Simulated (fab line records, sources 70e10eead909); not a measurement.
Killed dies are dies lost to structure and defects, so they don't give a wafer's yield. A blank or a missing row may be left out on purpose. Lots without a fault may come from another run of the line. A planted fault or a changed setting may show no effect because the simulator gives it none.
Which tool did it? | flow nand_harc | 14 lots, 42 wafers sampled, at 5 steps of a route of 1159

WHAT THE GAUGES READ, wafer by wafer
NHARC_THIN_TSV_CD_MEAS_12: target cd 1000 nm.
lot  | measured     | on        | cd_nm (nm)
L467 | day 18 22:55 | cd_sem-02 | 1000.6 998.2 1001.6
L466 | day 19 04:26 | cd_sem-03 | 1001.8 1003.3 1000.1
L469 | day 19 17:34 | cd_sem-03 | 1000.2 1001.9 1004.0
L471 | day 20 01:26 | cd_sem-01 | 998.6 998.1 997.8
L472 | day 21 07:13 | cd_sem-01 | 1002.2 1000.9 997.9
L474 | day 21 17:06 | cd_sem-01 | 1001.2 1003.3 1001.9
L477 | day 22 02:57 | cd_sem-01 | 999.9 1002.2 998.4
L479 | day 23 00:47 | cd_sem-02 | 1002.2 1002.3 1002.9
L481 | day 23 03:11 | cd_sem-02 | 1002.0 1002.0 1001.5
L483 | day 23 08:10 | cd_sem-02 | 1001.9 999.8 1001.0
L486 | day 24 10:22 | cd_sem-02 | 999.5 999.4 1001.3
L485 | day 24 09:16 | cd_sem-03 | 999.0 999.0 995.7
L484 | day 24 11:32 | cd_sem-01 | 999.6 998.1 1000.1
L487 | day 24 14:08 | cd_sem-03 | 1001.2 1001.5 1003.0

NHARC_END_SORT_01.
lot  | measured     | on        | killed_at_array | killed_at_other | killed_at_periphery | killed_dies | killed_open | killed_short
L479 | day 23 22:25 | prober-02 | 91 111 132      | 0 0 0           | 0 1 2               | 91 112 134  | 2 2 2       | 0 0 1
L481 | day 24 00:53 | prober-01 | 86 135 93       | 2 0 1           | 5 10 5              | 93 145 99   | 4 5 6       | 1 3 0
L484 | day 25 01:31 | prober-02 | 31 46 42        | 2 1 4           | 9 5 7               | 42 52 53    | 2 3 5       | 0 4 3

WHICH TOOL RAN EACH LOT (tool, then ch and the chambers of the sampled wafers, then the start)
lot  | NHARC_A_CONTACT_ETCH_113             | NHARC_A_BONDPAD_PVD_27                  | NHARC_A_BONDPAD_ANNEAL_28
L467 | har_cap_etch-02 ch 0,1, day 16 21:46 | pvd_sputter-02, day 18 11:39 or earlier | rtp_anneal-02 ch 0, day 18 11:39
L466 | har_cap_etch-02 ch 0,1, day 17 01:16 | pvd_sputter-01, day 18 15:15 or earlier | rtp_anneal-01 ch 0, day 18 15:15
L469 | har_cap_etch-01 ch 0,1, day 17 14:42 | pvd_sputter-03, day 19 03:04 or earlier | rtp_anneal-01 ch 0, day 19 03:04
L471 | har_cap_etch-03 ch 0,1, day 17 19:46 | pvd_sputter-03, day 19 09:20 or earlier | rtp_anneal-01 ch 0, day 19 09:20
L472 | har_cap_etch-01 ch 0,1, day 18 22:09 | pvd_sputter-02, day 20 17:01 or earlier | rtp_anneal-01 ch 0, day 20 17:01
L474 | har_cap_etch-01 ch 0,1, day 19 07:07 | pvd_sputter-01, day 21 03:19 or earlier | rtp_anneal-01 ch 0, day 21 03:19
L477 | har_cap_etch-01 ch 0,1, day 19 15:40 | pvd_sputter-01, day 21 09:20 or earlier | rtp_anneal-01 ch 0, day 21 09:20
L479 | har_cap_etch-02 ch 0,1, day 20 14:21 | pvd_sputter-01, day 22 06:22 or earlier | rtp_anneal-02 ch 0, day 22 06:22
L481 | har_cap_etch-02 ch 0,1, day 20 20:43 | pvd_sputter-01, day 22 09:29 or earlier | rtp_anneal-01 ch 0, day 22 09:29
L483 | har_cap_etch-01 ch 0,1, day 21 02:47 | pvd_sputter-02, day 22 18:24 or earlier | rtp_anneal-01 ch 0, day 22 18:24
L486 | har_cap_etch-01 ch 0,1, day 21 18:07 | pvd_sputter-01, day 23 11:59 or earlier | rtp_anneal-02 ch 0, day 23 11:59
L485 | har_cap_etch-03 ch 0,1, day 21 22:30 | pvd_sputter-03, day 23 07:49 or earlier | rtp_anneal-01 ch 0, day 23 07:49
L484 | har_cap_etch-01 ch 0,1, day 21 22:40 | pvd_sputter-01, day 23 14:18 or earlier | rtp_anneal-01 ch 0, day 23 14:18
L487 | har_cap_etch-03 ch 0,1, day 22 08:05 | pvd_sputter-02, day 23 19:19 or earlier | rtp_anneal-02 ch 0, day 23 19:19
- NHARC_A_CONTACT_ETCH_113: etches the open film in C4F8/O2/Ar, time 94 s, target depth 922 nm.
- NHARC_A_BONDPAD_PVD_27: deposits Cu, target thk 30 nm, time 20.49 s.
- NHARC_A_BONDPAD_ANNEAL_28: time 90 s.

WHAT THE TOOLS THEMSELVES READ (means of the sampled wafers that have a number; where no wafer has one, the mark that the record gives instead)
NHARC_A_BONDPAD_PVD_27.
lot  | tool           | throttle_valve_pct (%)
L467 | pvd_sputter-02 | 30.4
L466 | pvd_sputter-01 | 30.2
L469 | pvd_sputter-03 | 29.2
L471 | pvd_sputter-03 | 29.8
L472 | pvd_sputter-02 | 30.7
L474 | pvd_sputter-01 | 30.4
L477 | pvd_sputter-01 | 29.3
L479 | pvd_sputter-01 | 30.8
L481 | pvd_sputter-01 | 30.5
L483 | pvd_sputter-02 | 30.8
L486 | pvd_sputter-01 | 30.3
L485 | pvd_sputter-03 | 29.8
L484 | pvd_sputter-01 | 30.3
L487 | pvd_sputter-02 | 30.8

NHARC_A_BONDPAD_ANNEAL_28.
lot  | tool          | anneal_temp_c (C) | wafer_temp_C_max
L467 | rtp_anneal-02 | 224.97            | 226.0
L466 | rtp_anneal-01 | 224.96            | 226.4
L469 | rtp_anneal-01 | 224.69            | 226.8
L471 | rtp_anneal-01 | 224.86            | 226.4
L472 | rtp_anneal-01 | 224.91            | 226.6
L474 | rtp_anneal-01 | 225.04            | 226.5
L477 | rtp_anneal-01 | 224.93            | 226.8
L479 | rtp_anneal-02 | 225.07            | 226.2
L481 | rtp_anneal-01 | 225.10            | 226.6
L483 | rtp_anneal-01 | 225.13            | 226.5
L486 | rtp_anneal-02 | 224.99            | 226.2
L485 | rtp_anneal-01 | 224.96            | 226.4
L484 | rtp_anneal-01 | 224.92            | 226.5
L487 | rtp_anneal-02 | 224.93            | 226.6

THE ANSWER, worked out from the rows above alone
Rule: what is usual is taken from the lots themselves. Put in order of their means at a reading, lots are off if they are a third of the lots or fewer, leave a main group of 4 or more, and stand apart from it by a gap of 3 or more times the standard deviation of the main group's means; of several such gaps the widest counts. A main group whose means are all the same, to the digits that the tables above print for the reading, isn't used. A lot without any number at a reading at which 4 lots or more have one is off too. The other lots that the step has rows for count as sound. The gauges are gone through in route order, then the tools' own readings, and for those a lot's mean is taken as printed above. The first step at which some lot is off is used, and at that step the reading that is off furthest; a lot without a number counts as furthest.
No lot is off at any reading shown: from this, nothing can be told.

WHAT THE SIMULATOR HAD PUT IN
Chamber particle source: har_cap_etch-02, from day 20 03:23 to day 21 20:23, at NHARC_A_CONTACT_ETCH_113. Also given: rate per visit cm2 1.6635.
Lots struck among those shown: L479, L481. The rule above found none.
